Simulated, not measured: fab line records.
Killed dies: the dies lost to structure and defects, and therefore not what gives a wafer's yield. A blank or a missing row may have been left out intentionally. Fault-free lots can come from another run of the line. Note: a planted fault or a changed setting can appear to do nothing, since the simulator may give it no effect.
Chamber matching	flow n5_finfet	N5_BEOL_M9_PECVD_70 on pecvd-03: 3 sister chambers
The step deposits SiO2 from TEOS/O2, target thk 20 nm, time 22.7 s. 14 wafers are shown with their chamber, then 7 later ones without.

## WAFERS PAIRED WITH THEIR CHAMBERS
wafer	chamber	throttle_valve_pct (%)	heater_power_w (W)	showerhead_plenum_p_Torr (Torr)
L076.1	1	22.6	921	8.84
L076.2	2	19.4	604	8.81
L076.6	1	22.6	925	8.85
L078.1	0	21.5	908	8.85
L078.2	1	22.3	803	8.82
L078.6	1	22.3	778	8.83
L082.2	1	22.2	846	8.82
L082.5	2	19.2	612	8.80
L082.6	1	22.6	844	8.85
L084.1	1	22.5	941	8.85
L084.3	0	21.8	975	8.88
L084.6	0	21.9	1014	8.85
L094.2	0	21.9	815	8.86
L094.5	0	21.8	824	8.87

SIGNATURES (means of the wafers above)
reading	chamber 0	chamber 1	chamber 2	scatter within a chamber
throttle_valve_pct	21.780	22.443	19.300	0.167
heater_power_w	907.20	865.43	608.00	71.5
showerhead_plenum_p_Torr	8.8620	8.8371	8.8050	0.013
Rule: for each reading, subtract the chamber's mean from the wafer's reading, divide by that reading's scatter and square the result; add these up over the readings and take the root, which gives the wafer's distance from the chamber. If the next closest chamber is less than 2 further off than the closest, the wafer can't be placed; otherwise it belongs to the closest. The scatter is the square root of a quotient: the sum, over the shown wafers, of each reading's squared deviation from its chamber's mean, divided by wafers minus chambers.

## WAFERS WHOSE CHAMBER IS MISSING
wafer	throttle_valve_pct (%)	heater_power_w (W)	showerhead_plenum_p_Torr (Torr)
L094.6	19.3	706	8.80
L097.1	22.3	812	8.84
L097.2	19.6	747	8.80
L097.5	22.2	800	8.83
L096.4	19.4	659	8.82
L096.5	22.2	889	8.81
L096.6	21.6	949	8.87

## THE CHAMBER EACH PASSED THROUGH
wafer	from the rows above	in truth
L094.6	2	2
L097.1	1	1
L097.2	2	2
L097.5	1	1
L096.4	2	2
L096.5	1	1
L096.6	0	0
Correctly placed: 7 of 7. From these rows, 0 cannot be placed. Wrongly placed: 0.
